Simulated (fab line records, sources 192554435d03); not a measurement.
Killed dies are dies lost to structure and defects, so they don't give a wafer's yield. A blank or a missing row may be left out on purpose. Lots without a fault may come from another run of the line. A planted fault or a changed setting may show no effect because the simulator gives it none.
Chamber matching | flow n5_finfet | N5_BEOL_M4_PRE_CLEAN_60 on cvd_co-02: 3 sister chambers
The step time 15 s. 3 wafers are shown with their chamber, then 6 later ones without.

WAFERS WITH THEIR CHAMBER
wafer  | chamber | heater_power_w (W)
L558.4 | 1       | 87
L561.2 | 0       | 98
L561.6 | 2       | 91

WAFERS WITHOUT THEIR CHAMBER
wafer  | heater_power_w (W)
L566.3 | 90
L566.4 | 91
L566.6 | 86
L568.2 | 85
L568.3 | 99
L568.6 | 92

WHICH CHAMBER EACH WENT THROUGH
wafer  | from the rows above     | in truth
L566.3 | can't be placed: 2 or 1 | 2
L566.4 | 2                       | 2
L566.6 | 1                       | 1
L568.2 | 1                       | 1
L568.3 | 0                       | 0
L568.6 | 2                       | 2
Placed correctly: 5 of 6. Can't be placed from these rows: 1 (the true chamber is among the candidates in 1). Placed wrongly: 0.
How it was worked out, from the rows above alone: a wafer's distance from a chamber is the root of the sum, over the readings, of the square of ((its reading less the chamber's mean) divided by the reading's scatter). The wafer belongs to the nearest chamber; if the next one is less than 2 further off, it can't be placed. A chamber's mean is the mean of its shown wafers. The scatter: with one shown wafer a chamber, the root of the mean of the squares of how far each hidden wafer lies from its nearest shown one.
